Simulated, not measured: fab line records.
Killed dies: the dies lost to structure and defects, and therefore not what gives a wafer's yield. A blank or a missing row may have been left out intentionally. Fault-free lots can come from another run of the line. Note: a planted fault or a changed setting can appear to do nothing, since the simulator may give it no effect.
A lot that was struck, set against a sound lot + flow nand_harc + 15 steps out of a route of 1159
Sound: the wafers L525.2, L525.4, L525.6. Struck: wafers L517.1, L517.4, L517.6. The cause is named last.
Each step with rows lists, per side, the tool, then ch with its chambers, then its first start. Under that, the readings that differ: sound wafers + struck wafers + difference of the means + sigmas: that difference in standard deviations of wafers without a fault.
alike: a reading whose means differ by less than 2 such deviations, as well as words and numbers matching on both sides. not compared: withheld readings; readings where some wafer has no value; bounds like >300 that might hide an equal value; numbers whose values overlap and for which the record gives no deviation.
The two part at a step that has a row with sigmas, a row that says differs or no value, or rows on one side only. Numbers that have no deviation but don't overlap get no sigmas and don't part them. Lack of a reading on every wafer of one side parts them only where that side has two or more wafers.

first, 8 steps without rows for these wafers: NHARC_A_SLIT_DEHYDRATE_01 (time 120 s); NHARC_A_SLIT_HMDS_02 (time 30 s); NHARC_A_SLIT_COAT_03 (resist thk 90 nm); NHARC_A_SLIT_SOFTBAKE_04 (time 55 s); NHARC_A_SLIT_EBR_05; NHARC_A_SLIT_EXPOSE_06 (exposes mask SLIT); NHARC_A_SLIT_PEB_07 (peb time 65 s); NHARC_A_SLIT_DEVELOP_08 (develop time 35 s).
NHARC_A_SLIT_CD_MEAS_09: the cd target is 300 nm.
  sound on cd_sem-03 ch 0, day 19 02:02; struck on cd_sem-03 ch 0, day 17 10:41
  alike: cd_nm
NHARC_A_SLIT_OVL_MEAS_10:
  sound on overlay-01 at day 19 02:07; struck on overlay-02 at day 17 10:47
  alike: overlay_x_nm, overlay_y_nm
NHARC_A_SLIT_INSPECT_11:
  sound on defect_inspect-02 at day 19 02:10; struck on defect_inspect-01 at day 17 10:49
  alike: raw_defect_count
NHARC_A_SLIT_DESCUM_14: chemistry O2, time 3 s.
  sound on rie_diel-06 ch 0,2,3, day 19 02:13; struck on rie_diel-09 ch 1,2, day 17 10:52
| reading                         | sound          | struck         | difference | sigmas |
|---------------------------------|----------------|----------------|------------|--------|
| rf_vpp_V (V)                    | 58.7 59.0 59.0 | 57.6 56.3 57.4 | -1.8       | -2     |
| showerhead_plenum_p_Torr (Torr) | 1.93 2.06 1.98 | 1.85 1.84 1.84 | -0.15      | -2     |
  alike: chamber_pressure_mTorr, drypump_motor_current_A, oes_product_au, throttle_valve_pct
  not compared: rf_hours_counter_h
NHARC_A_SLIT_ETCH_24: etches the open film in CF4/CHF3, target depth 121 nm, time 60.5 s.
  sound on rie_diel-06 ch 0,1,3, day 19 02:18; struck on rie_diel-09 ch 0,2, day 17 10:58
  no value came back on the struck wafers for any of 8 readings (bias_w (W), cf4_flow_sccm (sccm) and others); on the sound wafers bias_w (W) reads 200.7 199.8 200.6
  not compared: rf_hours_counter_h
NHARC_A_SLIT_ETCH_15: etches the open film in O2/COS, target depth 3200 nm, time 832 s.
  sound on rie_diel-06 ch 1,2; struck on rie_diel-09 ch 0,3, day 17 11:03
  alike: bias_w, chamber_pressure_mTorr, drypump_motor_current_A, oes_product_au, rf_vpp_V, showerhead_plenum_p_Torr, throttle_valve_pct
  not compared: rf_hours_counter_h
-- the record jumps here: 5 days lie between the struck wafers' starts before and after (it left off in module A_SLIT and takes up again in module END, whose first step shown is number 1159 of the route) --
NHARC_END_SORT_01:
  at this point the record logs the struck wafers (prober-02 ch 0, day 22 13:08) and has no rows for the sound ones

## WHERE THEY PART
At NHARC_A_SLIT_DESCUM_14 first; at NHARC_END_SORT_01 last (within this record only).

WHY: whatever the simulator had introduced
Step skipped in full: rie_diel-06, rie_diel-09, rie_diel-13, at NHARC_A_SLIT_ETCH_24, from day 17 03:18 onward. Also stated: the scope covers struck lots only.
